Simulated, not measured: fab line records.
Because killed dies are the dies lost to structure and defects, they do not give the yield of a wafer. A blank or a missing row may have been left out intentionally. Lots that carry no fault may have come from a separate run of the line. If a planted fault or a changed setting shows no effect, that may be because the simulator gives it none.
The tool behind it: which one? | flow nandHarc | 36 wafers from 12 lots sampled at 5 of the route's 1302 steps

== WHAT THE GAUGES READ, wafer by wafer ==
NHARC_A_CHANNEL_HOLE_D1_CD_MEAS_30. Usual: 90.6 nm for cdNm, sd 1.2.
lot  | measured     | on       | cdNm (nm)               | flag
L216 | day 9 03:07  | cdSem-01 | 90.4 92.8 90.8          | 
L217 | day 9 16:14  | cdSem-02 | 90.1 90.7 90.3          | 
L219 | day 10 14:13 | cdSem-02 | 89.2 88.2 90.4          | 
L224 | day 12 21:01 | cdSem-03 | 1.0 0.2 0.6 1.1 0.2 0.4 | OFF
L226 | day 13 05:40 | cdSem-01 | 0.6 0.3 0.9 0.2 0.2 0.8 | OFF
L228 | day 14 20:20 | cdSem-03 | 89.1 90.1 87.4          | 
L231 | day 15 15:21 | cdSem-01 | 91.2 89.7 91.5          | 
L232 | day 16 03:36 | cdSem-03 | 90.5 89.9 90.0          | 
L234 | day 16 22:03 | cdSem-01 | 89.9 88.8 89.0          | 
L235 | day 17 07:18 | cdSem-01 | 89.8 90.4 87.9          | 
L236 | day 17 15:40 | cdSem-02 | 90.3 91.5 88.7          | 
L238 | day 18 05:01 | cdSem-02 | 90.1 88.4 90.6          | 

== EACH LOT AND THE TOOL THAT RAN IT (in order: tool; ch and the chambers of the sampled wafers; start) ==
lot  | NHARC_A_ONON_D1_DEP_33          | NHARC_A_CHANNEL_HOLE_D1_DEP_00 | NHARC_A_CHANNEL_HOLE_D1_ETCH_24 | NHARC_A_CHANNEL_HOLE_D1_STRIP_27
L216 | pecvd-03 ch 0,1, day 8 16:59    | aclDep-03 ch 0, day 8 17:34    | harEtch-01 ch 1, day 8 23:50    | rieDiel-12 ch 1,2,3, day 9 03:07 or earlier
L217 | pecvd-04 ch 1,2, day 9 06:10    | aclDep-03 ch 0, day 9 07:15    | harEtch-02 ch 0,1, day 9 13:12  | rieDiel-05 ch 0,1,2, day 9 16:14 or earlier
L219 | pecvd-03 ch 0,1, day 10 03:23   | aclDep-03 ch 0, day 10 03:55   | harEtch-02 ch 0,1, day 10 10:50 | rieDiel-08 ch 1,2,3, day 10 14:13 or earlier
L224 | pecvd-03 ch 0,1,2, day 12 05:28 | aclDep-02 ch 0, day 12 09:40   | harEtch-02 ch 0,1, day 12 17:50 | rieDiel-08 ch 0,1, day 12 21:01 or earlier
L226 | pecvd-01 ch 1,2, day 12 19:34   | aclDep-02 ch 0, day 12 20:05   | harEtch-01 ch 0,1, day 13 02:15 | rieDiel-08 ch 1,2,3, day 13 05:40 or earlier
L228 | pecvd-03 ch 0,2, day 14 07:58   | aclDep-03 ch 0, day 14 09:56   | harEtch-01 ch 0,1, day 14 17:03 | rieDiel-05 ch 1,2, day 14 20:20 or earlier
L231 | pecvd-04 ch 1,2, day 15 05:17   | aclDep-02 ch 0, day 15 05:47   | harEtch-02 ch 0,1, day 15 11:58 | rieDiel-12 ch 0,1,3, day 15 15:21 or earlier
L232 | pecvd-01 ch 0,1, day 15 11:54   | aclDep-02 ch 0, day 15 13:34   | harEtch-02 ch 0,1, day 16 00:16 | rieDiel-12 ch 0,1,2, day 16 03:36 or earlier
L234 | pecvd-04 ch 1,2, day 16 12:02   | aclDep-03 ch 0, day 16 12:32   | harEtch-02 ch 0,1, day 16 18:47 | rieDiel-08 ch 0,1,3, day 16 22:03 or earlier
L235 | pecvd-03 ch 1,2, day 16 21:08   | aclDep-01 ch 0, day 16 21:42   | harEtch-01 ch 0, day 17 04:00   | rieDiel-05 ch 0,2, day 17 07:18 or earlier
L236 | pecvd-03 ch 0,1,2, day 17 02:52 | aclDep-01 ch 0, day 17 03:25   | harEtch-01 ch 0,1, day 17 12:17 | rieDiel-08 ch 0,1,2, day 17 15:40 or earlier
L238 | pecvd-04 ch 0,1,2, day 17 19:02 | aclDep-02 ch 0, day 17 19:38   | harEtch-02 ch 0,1, day 18 01:39 | rieDiel-08 ch 0,2,3, day 18 05:01 or earlier
- NHARC_A_ONON_D1_DEP_33: deposits SiO2, target thk 200 nm.
- NHARC_A_CHANNEL_HOLE_D1_DEP_00: deposits aC, target thk 3100 nm.
- NHARC_A_CHANNEL_HOLE_D1_ETCH_24: etches the open film in C4F8/O2/Ar, time 906.2 s, target depth 1500 nm.
- NHARC_A_CHANNEL_HOLE_D1_STRIP_27: strips in O2.

== AS READ BY THE TOOLS THEMSELVES (means over the sampled wafers that have a number; for cases with no such wafer, the mark the record gives instead) ==
NHARC_A_ONON_D1_DEP_33. Usual: heaterPowerW 569 W, standard deviation 66; throttleValvePct 15.9 %, standard deviation 0.37.
lot  | tool     | heaterPowerW (W) | throttleValvePct (%) | flag
L216 | pecvd-03 | 546              | 16.4                 | 
L217 | pecvd-04 | 599              | 16.3                 | 
L219 | pecvd-03 | 616              | 16.0                 | 
L224 | pecvd-03 | 602              | 16.2                 | 
L226 | pecvd-01 | 570              | 15.7                 | 
L228 | pecvd-03 | 523              | 16.0                 | 
L231 | pecvd-04 | 567              | 15.8                 | 
L232 | pecvd-01 | 490              | 15.8                 | 
L234 | pecvd-04 | 556              | 16.1                 | 
L235 | pecvd-03 | 582              | 15.5                 | 
L236 | pecvd-03 | 606              | 16.0                 | 
L238 | pecvd-04 | 574              | 15.9                 | 

NHARC_A_CHANNEL_HOLE_D1_DEP_00. Usual: 35.001 % for throttleValvePct, sd 0.0085.
lot  | tool      | throttleValvePct (%) | flag
L216 | aclDep-03 | 35.000               | 
L217 | aclDep-03 | 35.005               | 
L219 | aclDep-03 | 35.008               | 
L224 | aclDep-02 | 34.999               | 
L226 | aclDep-02 | 34.995               | 
L228 | aclDep-03 | 34.995               | 
L231 | aclDep-02 | 34.998               | 
L232 | aclDep-02 | 34.995               | 
L234 | aclDep-03 | 35.002               | 
L235 | aclDep-01 | 35.001               | 
L236 | aclDep-01 | 35.008               | 
L238 | aclDep-02 | 34.999               | 

NHARC_A_CHANNEL_HOLE_D1_ETCH_24. Usual: c4f8FlowSccm 93.7 sccm, standard deviation 0.3; chamberPressureMTorr 19.998 mTorr, standard deviation 0.018; drypumpMotorCurrentA 5.85 A, standard deviation 0.11; showerheadPlenumPTorr 3.61 Torr, standard deviation 0.13; throttleValvePct 32.236 %, standard deviation 0.0094.
lot  | tool       | c4f8FlowSccm (sccm) | chamberPressureMTorr (mTorr) | drypumpMotorCurrentA (A) | showerheadPlenumPTorr (Torr) | throttleValvePct (%) | flag
L216 | harEtch-01 | 93.8                | 19.991                       | 5.66                     | 3.71                         | 32.233               | 
L217 | harEtch-02 | 94.0                | 20.014                       | 5.93                     | 3.53                         | 32.234               | 
L219 | harEtch-02 | 93.8                | 19.988                       | 5.89                     | 3.52                         | 32.241               | 
L224 | harEtch-02 | -                   | -                            | -                        | -                            | -                    | OFF
L226 | harEtch-01 | -                   | -                            | -                        | -                            | -                    | OFF
L228 | harEtch-01 | 93.7                | 19.991                       | 5.72                     | 3.67                         | 32.226               | 
L231 | harEtch-02 | 93.9                | 20.004                       | 5.94                     | 3.49                         | 32.235               | 
L232 | harEtch-02 | 93.7                | 20.017                       | 5.88                     | 3.48                         | 32.236               | 
L234 | harEtch-02 | 93.7                | 19.990                       | 5.92                     | 3.48                         | 32.249               | 
L235 | harEtch-01 | 93.7                | 19.995                       | 5.80                     | 3.66                         | 32.232               | 
L236 | harEtch-01 | 93.8                | 20.002                       | 5.71                     | 3.65                         | 32.229               | 
L238 | harEtch-02 | 93.5                | 20.003                       | 5.92                     | 3.92                         | 32.232               | 

NHARC_A_CHANNEL_HOLE_D1_STRIP_27. Usual: drypumpMotorCurrentA 5.7 A, standard deviation 0.38; oesProductAu 1.000 a.u., standard deviation 0.0094; rfVppV 57.6 V, standard deviation 0.94; showerheadPlenumPTorr 3.49 Torr, standard deviation 0.16; throttleValvePct 17.035 %, standard deviation 0.0095.
lot  | tool       | drypumpMotorCurrentA (A) | oesProductAu (a.u.) | rfVppV (V) | showerheadPlenumPTorr (Torr) | throttleValvePct (%) | flag
L216 | rieDiel-12 | 6.0                      | 1.013               | 57.2       | 3.52                         | 17.034               | 
L217 | rieDiel-05 | 5.8                      | 1.001               | 57.3       | 3.48                         | 17.027               | 
L219 | rieDiel-08 | 5.8                      | 1.004               | 57.4       | 3.40                         | 17.037               | 
L224 | rieDiel-08 | 5.9                      | 1.003               | 57.5       | 3.45                         | 17.034               | 
L226 | rieDiel-08 | 5.8                      | 0.997               | 58.2       | 3.40                         | 17.031               | 
L228 | rieDiel-05 | 5.9                      | 0.996               | 56.9       | 3.40                         | 17.032               | 
L231 | rieDiel-12 | 6.2                      | 1.004               | 57.6       | 3.44                         | 17.030               | 
L232 | rieDiel-12 | 6.0                      | 1.006               | 57.7       | 3.51                         | 17.036               | 
L234 | rieDiel-08 | 5.7                      | 1.005               | 57.4       | 3.45                         | 17.027               | 
L235 | rieDiel-05 | 5.5                      | 0.988               | 57.4       | 3.51                         | 17.036               | 
L236 | rieDiel-08 | 5.6                      | 0.995               | 57.7       | 3.54                         | 17.040               | 
L238 | rieDiel-08 | 5.4                      | 0.998               | 58.4       | 3.54                         | 17.035               | 

== THE ANSWER, worked out from the rows above alone ==
Rule: lot off if the mean of its wafers having a number is beyond 3 standard deviations from the usual mean. Also off: a lot with no number at a reading for which 4 or more lots have one. All remaining lots with rows at the step are treated as sound. First the gauges in route order, then the tools' own readings, where a lot's mean is used as printed above. The first step at which some lot is off is used, and at that step the reading that is off furthest; a lot without a number counts as furthest.
Off at NHARC_A_CHANNEL_HOLE_D1_CD_MEAS_30 (cdNm): L224, L226.
If a tool, at a process step before that reading, ran all the lots that are off and no sound lot after the first of them, it fits. Not tried: the gauges at NHARC_A_CHANNEL_HOLE_D1_CD_MEAS_30; whatever is off there is also off at NHARC_A_CHANNEL_HOLE_D1_ETCH_24, on other tools, and gauge error can't account for it. Because NHARC_A_CHANNEL_HOLE_D1_STRIP_27 lacks a start for some lots, the hours and order of its lots are taken from NHARC_A_CHANNEL_HOLE_D1_CD_MEAS_30. Not one of the candidates tried fits.

== WHAT THE SIMULATOR HAD PUT IN ==
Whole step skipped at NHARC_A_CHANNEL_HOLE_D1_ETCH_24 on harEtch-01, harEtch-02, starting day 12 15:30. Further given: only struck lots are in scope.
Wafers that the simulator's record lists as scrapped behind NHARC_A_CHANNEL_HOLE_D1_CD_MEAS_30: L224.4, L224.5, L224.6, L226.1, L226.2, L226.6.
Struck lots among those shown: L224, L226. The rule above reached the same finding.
